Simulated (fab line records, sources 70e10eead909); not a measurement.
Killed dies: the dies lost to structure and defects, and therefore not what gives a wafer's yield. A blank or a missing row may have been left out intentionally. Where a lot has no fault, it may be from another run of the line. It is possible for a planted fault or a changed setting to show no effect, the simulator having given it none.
Comparing a struck lot with a sound one :: flow nand-harc :: 13 out of 1302 route steps
Sound: the wafers L817.2, L817.5, L817.6. Wafers struck: L819.1, L819.5, L819.6. The cause is given at the end.
Order at every step that has rows: each side's tool, ch and its chambers, its first start. Under that, the readings that differ: sound wafers :: struck wafers :: difference of the means :: sigmas: that difference in standard deviations of wafers without a fault.
alike: a reading whose means differ by less than 2 such deviations, as well as words and numbers matching on both sides. not compared: withheld readings; readings where some wafer has no value; bounds like >300 that might hide an equal value; numbers whose values overlap and for which the record gives no deviation.
Wherever a step has rows on one side only, a row that says differs or no value, or a row with sigmas, the two part there. Numbers that don't overlap but have no deviation are shown without sigmas and don't part them. A reading missing from all wafers of one side parts the sides only when that side holds two or more wafers.

NHARC_P_CONTACT_CD_MEAS_19:
  sound on cd-sem-02 at day 6 15:15; struck on cd-sem-01 at day 7 15:32
  alike: cd-nm
NHARC_P_CONTACT_STRIP_28: strips in O2.
  sound on rie-diel-13 ch 1,2, day 6 15:19; struck on rie-diel-04 ch 0,1, day 7 15:37
reading: drypump-motor-current-A (A)
sound: 6.0 6.0 5.5
struck: 4.9 4.9 5.3
difference: -0.8
sigmas: -3
  alike: oes-product-au, rf-vpp-V, showerhead-plenum-p-Torr, throttle-valve-pct
  not compared: rf-hours-counter-h
then, 1 step without rows for these wafers: NHARC_P_CONTACT_STRIP_29 (strips in post etch residue remover, time 1200 s).
NHARC_P_CONTACT_DEGAS_38: time 60 s.
  sound on pvd-sputter-02 at day 6 15:59; struck on pvd-sputter-02 at day 7 16:16
  alike: heater-power-w
then, 1 step without rows for these wafers: NHARC_P_CONTACT_PRE_CLEAN_39 (time 19.5 s).
NHARC_P_CONTACT_PVD_32: deposits Ti, target thk 5 nm, time 17.7 s.
  sound on pvd-sputter-02; struck on pvd-sputter-02
  alike: throttle-valve-pct
NHARC_P_CONTACT_ALD_22: deposits TiN, target thk 3 nm, pulse time 1 s, ald cycles 150.
  sound on ald-metal-04 ch 0,3, day 6 16:14; struck on ald-metal-04 ch 0,2,3, day 7 16:34
  alike: heater-power-w, precursor-pulse-height-rel
then, 1 step without rows for these wafers: NHARC_P_CONTACT_CVD_23 (deposits W, target thk 200 nm, time 557 s).
NHARC_P_CONTACT_CMP_24: polishes, t overpolish 30 s, target thk 200 nm.
  sound on cmp-04 ch 0,2,3, day 6 17:07; struck on cmp-02 ch 0,3, day 7 17:22
  alike: motor-current-A, overpolish-run-s, slurry-flow-ml-min, time-to-endpoint-s
after that, 1 step had no rows for these wafers: NHARC_P_CONTACT_SRD_26.
NHARC_P_CONTACT_INSPECT_27:
  sound on defect-inspect-01 at day 6 17:28; struck on defect-inspect-02 at day 7 17:45
  alike: raw-defect-count
NHARC_P_M0_DEP_00: deposits SiOC, target thk 150 nm.
  sound on pecvd-03 ch 0,1, day 6 17:58; struck on pecvd-03 ch 1,2, day 7 17:59
  no value came back on the struck wafers for chamber-pressure-Torr (Torr), rf-fwd-power-W (W); on the sound wafers chamber-pressure-Torr (Torr) reads 4.998 5.014 5.006
then, 1 step without rows for these wafers: NHARC_P_M0_DEHYDRATE_01 (time 120 s).

WHERE THEY PART
Earliest at NHARC_P_CONTACT_STRIP_28; latest, in this record, at NHARC_P_M0_DEP_00.

WHY: what had been put in by the simulator
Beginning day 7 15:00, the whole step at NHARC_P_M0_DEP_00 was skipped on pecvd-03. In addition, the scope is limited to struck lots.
